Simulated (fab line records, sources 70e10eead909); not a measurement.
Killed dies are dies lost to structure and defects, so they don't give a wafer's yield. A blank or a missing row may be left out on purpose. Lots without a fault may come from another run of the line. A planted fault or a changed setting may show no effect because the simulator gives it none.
Which tool did it? | flow nand_harc | 12 lots, 36 wafers sampled, at 1 step of a route of 1302

WHAT THE GAUGES READ, wafer by wafer
NHARC_A_SGD_CUT_CD_MEAS_09: target cd 100 nm. Usual: cd_nm 99.9 nm, standard deviation 0.68.
lot  | measured     | on        | cd_nm (nm)       | flag
L407 | day 19 08:32 | cd_sem-02 | 100.6 99.8 101.3 |
L408 | day 19 16:29 | cd_sem-03 | 100.4 100.1 99.0 |
L412 | day 21 10:21 | cd_sem-01 | 99.8 100.8 100.6 |
L413 | day 22 21:22 | cd_sem-03 | 100.6 99.9 99.1  |
L419 | day 24 11:07 | cd_sem-01 | 99.2 100.0 100.5 |
L423 | day 26 05:14 | cd_sem-02 | 99.6 100.7 99.7  |
L424 | day 26 13:07 | cd_sem-01 | 98.9 100.3 98.3  |
L422 | day 26 13:25 | cd_sem-03 | 99.4 98.7 100.2  |
L426 | day 27 15:47 | cd_sem-02 | 99.8 100.0 100.0 |
L427 | day 28 10:02 | cd_sem-02 | 100.4 100.4 98.7 |
L428 | day 28 10:22 | cd_sem-01 | 99.2 99.2 100.4  |
L429 | day 28 21:56 | cd_sem-02 | 99.8 98.9 99.3   |

WHICH TOOL RAN EACH LOT (tool, then ch and the chambers of the sampled wafers, then the start)
The record holds no process step before these readings.

WHAT THE TOOLS THEMSELVES READ (means of the sampled wafers that have a number; where no wafer has one, the mark that the record gives instead)
The record holds no such reading with a usual standard deviation.

THE ANSWER, worked out from the rows above alone
Rule: a lot is off if the mean of its wafers that have a number lies more than 3 standard deviations from the usual mean. A lot without any number at a reading at which 4 lots or more have one is off too. The other lots that the step has rows for count as sound. The gauges are gone through in route order, then the tools' own readings, and for those a lot's mean is taken as printed above. The first step at which some lot is off is used, and at that step the reading that is off furthest; a lot without a number counts as furthest.
No lot is off at any reading shown: from this, nothing can be told.

WHAT THE SIMULATOR HAD PUT IN
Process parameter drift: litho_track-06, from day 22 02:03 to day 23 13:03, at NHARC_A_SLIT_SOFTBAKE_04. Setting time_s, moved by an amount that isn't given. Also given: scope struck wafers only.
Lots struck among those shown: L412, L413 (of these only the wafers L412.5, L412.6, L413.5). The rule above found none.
